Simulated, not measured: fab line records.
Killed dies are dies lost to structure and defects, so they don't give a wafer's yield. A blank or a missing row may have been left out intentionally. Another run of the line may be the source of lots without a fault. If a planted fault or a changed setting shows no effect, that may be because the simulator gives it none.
Which of the tools did it? / flow n5_finfet / 11 lots, 30 wafers sampled, at 5 steps of a route of 1938

== WHAT EACH GAUGE READ, for each wafer ==
N5_BEOL_M15_OVL_MEAS_29.
lot=L787; measured=day 12 06:00; on=overlay-02; M15_OVL (nm)=6 6 -2
lot=L788; measured=day 12 09:33; on=overlay-02; M15_OVL (nm)=7 -1 -2
lot=L789; measured=day 12 17:36; on=overlay-01; M15_OVL (nm)=7 6 3
lot=L793; measured=day 13 17:45; on=overlay-01; M15_OVL (nm)=3 7
lot=L795; measured=day 14 10:33; on=overlay-02; M15_OVL (nm)=-3 -8 -4
lot=L796; measured=day 14 16:40; on=overlay-02; M15_OVL (nm)=4 11
lot=L801; measured=day 16 01:45; on=overlay-02; M15_OVL (nm)=7 10 8
lot=L804; measured=day 16 06:25; on=overlay-01; M15_OVL (nm)=8 12 12
lot=L807; measured=day 17 05:54; on=overlay-02; M15_OVL (nm)=4 4 2
lot=L806; measured=day 17 21:06; on=overlay-02; M15_OVL (nm)=-5 2
lot=L808; measured=day 18 14:07; on=overlay-02; M15_OVL (nm)=-1 2 3

N5_BEOL_M15_INSPECT_55: inspects for defects (darkfield).
lot=L787; measured=day 12 09:23; on=defect_inspect-01; raw_defect_count=147 110 107
lot=L788; measured=day 12 15:01; on=defect_inspect-01; raw_defect_count=104 93 47
lot=L789; measured=day 12 22:13; on=defect_inspect-02; raw_defect_count=29 27 44
lot=L793; measured=day 13 22:31; on=defect_inspect-01; raw_defect_count=103 66
lot=L795; measured=day 14 13:26; on=defect_inspect-01; raw_defect_count=56 80 58
lot=L796; measured=day 14 19:02; on=defect_inspect-01; raw_defect_count=76 44
lot=L801; measured=day 16 05:19; on=defect_inspect-02; raw_defect_count=40 62 50
lot=L804; measured=day 16 09:26; on=defect_inspect-01; raw_defect_count=65 47 35
lot=L807; measured=day 17 09:15; on=defect_inspect-02; raw_defect_count=60 45 51
lot=L806; measured=day 18 00:26; on=defect_inspect-02; raw_defect_count=65 36
lot=L808; measured=day 18 18:54; on=defect_inspect-02; raw_defect_count=53 75 105

== WHICH TOOL RAN EACH LOT (tool, then ch and the chambers of the sampled wafers, then the start) ==
lot=L787; N5_BEOL_M15_STRIP_36=rie_diel-02 ch 0,1,2, day 12 06:26; N5_BEOL_M15_SPUTTER_43=pvd_sputter-03, day 12 07:02; N5_BEOL_M15_CMP_49=cmp-03 ch 1,2, day 12 08:56
lot=L788; N5_BEOL_M15_STRIP_36=rie_diel-01 ch 1,2,3, day 12 13:04; N5_BEOL_M15_SPUTTER_43=pvd_sputter-01, day 12 13:45; N5_BEOL_M15_CMP_49=cmp-02 ch 1,2,3, day 12 14:38
lot=L789; N5_BEOL_M15_STRIP_36=rie_diel-02 ch 1,2, day 12 20:11; N5_BEOL_M15_SPUTTER_43=pvd_sputter-02, day 12 20:56; N5_BEOL_M15_CMP_49=cmp-04 ch 1,2,3, day 12 21:47
lot=L793; N5_BEOL_M15_STRIP_36=rie_diel-06 ch 0,2, day 13 20:26; N5_BEOL_M15_SPUTTER_43=pvd_sputter-02, day 13 21:14; N5_BEOL_M15_CMP_49=cmp-02 ch 0,2, day 13 22:06
lot=L795; N5_BEOL_M15_STRIP_36=rie_diel-06 ch 1,3, day 14 11:34; N5_BEOL_M15_SPUTTER_43=pvd_sputter-01, day 14 12:09; N5_BEOL_M15_CMP_49=cmp-03 ch 0,1,2, day 14 13:01
lot=L796; N5_BEOL_M15_STRIP_36=rie_diel-01 ch 1,3, day 14 17:17; N5_BEOL_M15_SPUTTER_43=pvd_sputter-02, day 14 17:44; N5_BEOL_M15_CMP_49=cmp-02 ch 0,3, day 14 18:42
lot=L801; N5_BEOL_M15_STRIP_36=rie_diel-01 ch 0,1,3, day 16 02:34; N5_BEOL_M15_SPUTTER_43=pvd_sputter-01, day 16 03:41; N5_BEOL_M15_CMP_49=cmp-04 ch 1,2,3, day 16 04:52
lot=L804; N5_BEOL_M15_STRIP_36=rie_diel-01 ch 0,2, day 16 07:30; N5_BEOL_M15_SPUTTER_43=pvd_sputter-01, day 16 08:10; N5_BEOL_M15_CMP_49=cmp-02 ch 1,2, day 16 08:59
lot=L807; N5_BEOL_M15_STRIP_36=rie_diel-02 ch 0,1,3, day 17 06:16; N5_BEOL_M15_SPUTTER_43=pvd_sputter-02, day 17 07:52; N5_BEOL_M15_CMP_49=cmp-03 ch 1,2,3, day 17 08:48
lot=L806; N5_BEOL_M15_STRIP_36=rie_diel-06 ch 1,2, day 17 22:06; N5_BEOL_M15_SPUTTER_43=pvd_sputter-01, day 17 23:10; N5_BEOL_M15_CMP_49=cmp-03 ch 0,2, day 18 00:01
lot=L808; N5_BEOL_M15_STRIP_36=rie_diel-02 ch 0,3, day 18 16:47; N5_BEOL_M15_SPUTTER_43=pvd_sputter-02, day 18 17:36; N5_BEOL_M15_CMP_49=cmp-03 ch 1,2, day 18 18:27
- N5_BEOL_M15_STRIP_36: strips in O2.
- N5_BEOL_M15_SPUTTER_43: material TaN, target thk 15 nm, time 24.19 s.
- N5_BEOL_M15_CMP_49: polishes, stops on SiO2, t overpolish 4.9 s, target thk 850 nm.

== AS READ BY THE TOOLS THEMSELVES (means over the sampled wafers that have a number; for cases with no such wafer, the mark the record gives instead) ==
N5_BEOL_M15_STRIP_36.
lot=L787; tool=rie_diel-02; drypump_motor_current_A (A)=5.6; oes_product_au (a.u.)=0.79; rf_vpp_V (V)=4.4; showerhead_plenum_p_Torr (Torr)=2.13; throttle_valve_pct (%)=16.71
lot=L788; tool=rie_diel-01; drypump_motor_current_A (A)=6.0; oes_product_au (a.u.)=0.77; rf_vpp_V (V)=3.7; showerhead_plenum_p_Torr (Torr)=2.10; throttle_valve_pct (%)=16.54
lot=L789; tool=rie_diel-02; drypump_motor_current_A (A)=5.6; oes_product_au (a.u.)=0.69; rf_vpp_V (V)=3.9; showerhead_plenum_p_Torr (Torr)=2.11; throttle_valve_pct (%)=16.76
lot=L793; tool=rie_diel-06; drypump_motor_current_A (A)=5.6; oes_product_au (a.u.)=0.79; rf_vpp_V (V)=4.5; showerhead_plenum_p_Torr (Torr)=2.11; throttle_valve_pct (%)=16.75
lot=L795; tool=rie_diel-06; drypump_motor_current_A (A)=5.5; oes_product_au (a.u.)=0.88; rf_vpp_V (V)=3.9; showerhead_plenum_p_Torr (Torr)=2.08; throttle_valve_pct (%)=16.39
lot=L796; tool=rie_diel-01; drypump_motor_current_A (A)=6.2; oes_product_au (a.u.)=0.80; rf_vpp_V (V)=4.7; showerhead_plenum_p_Torr (Torr)=2.12; throttle_valve_pct (%)=16.63
lot=L801; tool=rie_diel-01; drypump_motor_current_A (A)=5.9; oes_product_au (a.u.)=0.78; rf_vpp_V (V)=2.7; showerhead_plenum_p_Torr (Torr)=2.12; throttle_valve_pct (%)=16.78
lot=L804; tool=rie_diel-01; drypump_motor_current_A (A)=5.5; oes_product_au (a.u.)=0.73; rf_vpp_V (V)=3.1; showerhead_plenum_p_Torr (Torr)=2.10; throttle_valve_pct (%)=16.85
lot=L807; tool=rie_diel-02; drypump_motor_current_A (A)=5.9; oes_product_au (a.u.)=0.83; rf_vpp_V (V)=3.6; showerhead_plenum_p_Torr (Torr)=2.09; throttle_valve_pct (%)=16.62
lot=L806; tool=rie_diel-06; drypump_motor_current_A (A)=5.3; oes_product_au (a.u.)=0.90; rf_vpp_V (V)=3.0; showerhead_plenum_p_Torr (Torr)=2.10; throttle_valve_pct (%)=16.42
lot=L808; tool=rie_diel-02; drypump_motor_current_A (A)=6.1; oes_product_au (a.u.)=0.86; rf_vpp_V (V)=3.2; showerhead_plenum_p_Torr (Torr)=2.16; throttle_valve_pct (%)=16.76

N5_BEOL_M15_SPUTTER_43.
lot=L787; tool=pvd_sputter-03; bias_v (V)=167.9; throttle_valve_pct (%)=30.1
lot=L788; tool=pvd_sputter-01; bias_v (V)=169.5; throttle_valve_pct (%)=29.2
lot=L789; tool=pvd_sputter-02; bias_v (V)=169.0; throttle_valve_pct (%)=30.5
lot=L793; tool=pvd_sputter-02; bias_v (V)=168.4; throttle_valve_pct (%)=29.8
lot=L795; tool=pvd_sputter-01; bias_v (V)=168.9; throttle_valve_pct (%)=29.2
lot=L796; tool=pvd_sputter-02; bias_v (V)=170.3; throttle_valve_pct (%)=30.2
lot=L801; tool=pvd_sputter-01; bias_v (V)=168.1; throttle_valve_pct (%)=30.0
lot=L804; tool=pvd_sputter-01; bias_v (V)=168.2; throttle_valve_pct (%)=28.7
lot=L807; tool=pvd_sputter-02; bias_v (V)=167.9; throttle_valve_pct (%)=30.6
lot=L806; tool=pvd_sputter-01; bias_v (V)=168.3; throttle_valve_pct (%)=28.9
lot=L808; tool=pvd_sputter-02; bias_v (V)=169.1; throttle_valve_pct (%)=30.7

N5_BEOL_M15_CMP_49.
lot=L787; tool=cmp-03; barrier_field_endpoint_s (s)=11.38; head_pressure_psi (psi)=2.002; motor_current_A (A)=7.9; pad_life_wafers=1860; slurry_filter_dp_kPa (kPa)=13.42
lot=L788; tool=cmp-02; barrier_field_endpoint_s (s)=11.16; head_pressure_psi (psi)=2.001; motor_current_A (A)=8.4; pad_life_wafers=2024; slurry_filter_dp_kPa (kPa)=13.62
lot=L789; tool=cmp-04; barrier_field_endpoint_s (s)=11.15; head_pressure_psi (psi)=2.003; motor_current_A (A)=7.4; pad_life_wafers=1292; slurry_filter_dp_kPa (kPa)=13.31
lot=L793; tool=cmp-02; barrier_field_endpoint_s (s)=12.28; head_pressure_psi (psi)=1.998; motor_current_A (A)=7.8; pad_life_wafers=92; slurry_filter_dp_kPa (kPa)=13.52
lot=L795; tool=cmp-03; barrier_field_endpoint_s (s)=11.78; head_pressure_psi (psi)=1.998; motor_current_A (A)=8.1; pad_life_wafers=242; slurry_filter_dp_kPa (kPa)=13.46
lot=L796; tool=cmp-02; barrier_field_endpoint_s (s)=13.02; head_pressure_psi (psi)=2.000; motor_current_A (A)=7.4; pad_life_wafers=255; slurry_filter_dp_kPa (kPa)=13.48
lot=L801; tool=cmp-04; barrier_field_endpoint_s (s)=11.19; head_pressure_psi (psi)=1.999; motor_current_A (A)=7.2; pad_life_wafers=1862; slurry_filter_dp_kPa (kPa)=13.48
lot=L804; tool=cmp-02; barrier_field_endpoint_s (s)=11.13; head_pressure_psi (psi)=2.002; motor_current_A (A)=8.3; pad_life_wafers=522; slurry_filter_dp_kPa (kPa)=13.48
lot=L807; tool=cmp-03; barrier_field_endpoint_s (s)=11.40; head_pressure_psi (psi)=2.000; motor_current_A (A)=8.1; pad_life_wafers=745; slurry_filter_dp_kPa (kPa)=13.65
lot=L806; tool=cmp-03; barrier_field_endpoint_s (s)=11.88; head_pressure_psi (psi)=1.998; motor_current_A (A)=8.1; pad_life_wafers=890; slurry_filter_dp_kPa (kPa)=13.41
lot=L808; tool=cmp-03; barrier_field_endpoint_s (s)=11.38; head_pressure_psi (psi)=2.001; motor_current_A (A)=8.1; pad_life_wafers=1026; slurry_filter_dp_kPa (kPa)=13.60

== THE ANSWER, worked out from the rows above alone ==
Rule: the lots themselves supply what counts as usual. The widest of any qualifying gaps counts: lots, ordered by their means at a reading, are off when they make up no more than a third of the lots, leave a main group of 4 or more, and stand apart from it by 3 or more times the standard deviation of that group's means. The tables above print the reading to a certain number of digits; a main group whose means all agree to those digits is not used. Also off: a lot with no number at a reading for which 4 or more lots have one. The other lots that the step has rows for count as sound. After the gauges, taken in route order, come the tools' own readings; for these a lot's mean is taken, as printed above. The first step at which some lot is off is used, and at that step the reading that is off furthest; a lot without a number counts as furthest.
No lot is off at any reading shown: from this, nothing can be told.

== WHAT THE SIMULATOR HAD INSERTED ==
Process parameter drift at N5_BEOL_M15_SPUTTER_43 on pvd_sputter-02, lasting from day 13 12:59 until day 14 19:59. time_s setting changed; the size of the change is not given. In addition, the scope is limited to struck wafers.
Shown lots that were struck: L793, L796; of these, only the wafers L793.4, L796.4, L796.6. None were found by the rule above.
